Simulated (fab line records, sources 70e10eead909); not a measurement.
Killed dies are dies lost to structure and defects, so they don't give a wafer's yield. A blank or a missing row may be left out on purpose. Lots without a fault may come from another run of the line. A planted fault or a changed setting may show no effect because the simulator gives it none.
A struck lot beside a sound one | flow nand_harc | 15 steps out of a route of 1302
Sound: wafers L690.1, L690.2, L690.6. Struck: wafers L684.2, L684.3, L684.5. The cause comes at the end.
At each step with rows: each side's tool, then ch and its chambers, then its first start. Under that, the readings that differ: sound wafers | struck wafers | difference of the means | sigmas: that difference in standard deviations of wafers without a fault.
alike: readings whose means differ by less than 2 such deviations, and words and numbers that are the same on both sides. not compared: withheld readings, readings that some wafer has no value for, bounds like >300 that may hide the same value, and numbers for which the record gives no deviation and whose values overlap.
The two part at a step that has a row with sigmas, a row that says differs or no value, or rows on one side only. Numbers that don't overlap but have no deviation are shown without sigmas and don't part them. A reading that every wafer of one side lacks parts them only if that side has two wafers or more.

first, 2 steps without rows for these wafers: NHARC_A_CONTACT_STRIP_104 (strips in CF4/CHF3); NHARC_A_CONTACT_STRIP_105 (strips in O2/COS).
NHARC_A_CONTACT_ETCH_106: etches the open film in CF4/O2, target depth 90 nm, overetch 9 nm, time 49.5 s.
  sound on rie_diel-11 ch 2,3, day 28 14:26; struck on rie_diel-05 ch 0,1,3, day 25 22:56
  reading                         | sound             | struck            | difference | sigmas
  rf_vpp_V (V)                    | 198.0 200.4 200.1 | 197.1 196.6 194.0 | -3.6       | -2
  showerhead_plenum_p_Torr (Torr) | 1.42 1.44 1.44    | 1.25 1.27 1.25    | -0.18      | -2
  alike: drypump_motor_current_A, oes_product_au, throttle_valve_pct
  not compared: rf_hours_counter_h
NHARC_A_CONTACT_STRIP_82: strips in O2.
  sound on rie_diel-11 ch 1,3; struck on rie_diel-05 ch 0,2
  alike: drypump_motor_current_A, oes_product_au, rf_vpp_V, showerhead_plenum_p_Torr, throttle_valve_pct
  not compared: rf_hours_counter_h
then, 1 step without rows for these wafers: NHARC_A_CONTACT_STRIP_83 (strips in post etch residue remover, time 600 s).
NHARC_A_CONTACT_DEP_84: deposits aC, target thk 2800 nm.
  sound on acl_dep-02 ch 0, day 28 15:05; struck on acl_dep-01 ch 0, day 26 00:26
  alike: susceptor_temp_C, throttle_valve_pct
NHARC_A_CONTACT_DEP_85: deposits SiON, target thk 60 nm.
  sound on pecvd-04 ch 1,2, day 28 16:51; struck on pecvd-03 ch 0,1, day 26 01:54
  alike: chamber_pressure_Torr, heater_power_w, susceptor_temp_C
  not compared: since_wet_clean_h
then, 5 steps without rows for these wafers: NHARC_A_CONTACT_DEHYDRATE_00 (time 120 s); NHARC_A_CONTACT_HMDS_01 (time 30 s); NHARC_A_CONTACT_COAT_86 (time 75 s); NHARC_A_CONTACT_COAT_87 (time 65 s); NHARC_A_CONTACT_COAT_02 (resist thk 90 nm).
NHARC_A_CONTACT_SOFTBAKE_03: time 55 s.
  sound on litho_track-06 ch 0, day 28 17:00; struck on litho_track-01 ch 0, day 26 02:00
  reading                  | sound                | struck               | difference | sigmas
  heater_power_total_W (W) | 188.47 188.34 188.47 | 208.41 208.24 208.39 | +19.92     | +99 or more
then, 1 step without rows for these wafers: NHARC_A_CONTACT_EBR_04.
NHARC_END_SORT_01:
  the record has rows for the sound wafers here (prober-01 ch 0, day 30 17:50) and none for the struck ones

WHERE THEY PART
First at NHARC_A_CONTACT_ETCH_106; last, within this record, at NHARC_END_SORT_01.

WHY: what the simulator had put in
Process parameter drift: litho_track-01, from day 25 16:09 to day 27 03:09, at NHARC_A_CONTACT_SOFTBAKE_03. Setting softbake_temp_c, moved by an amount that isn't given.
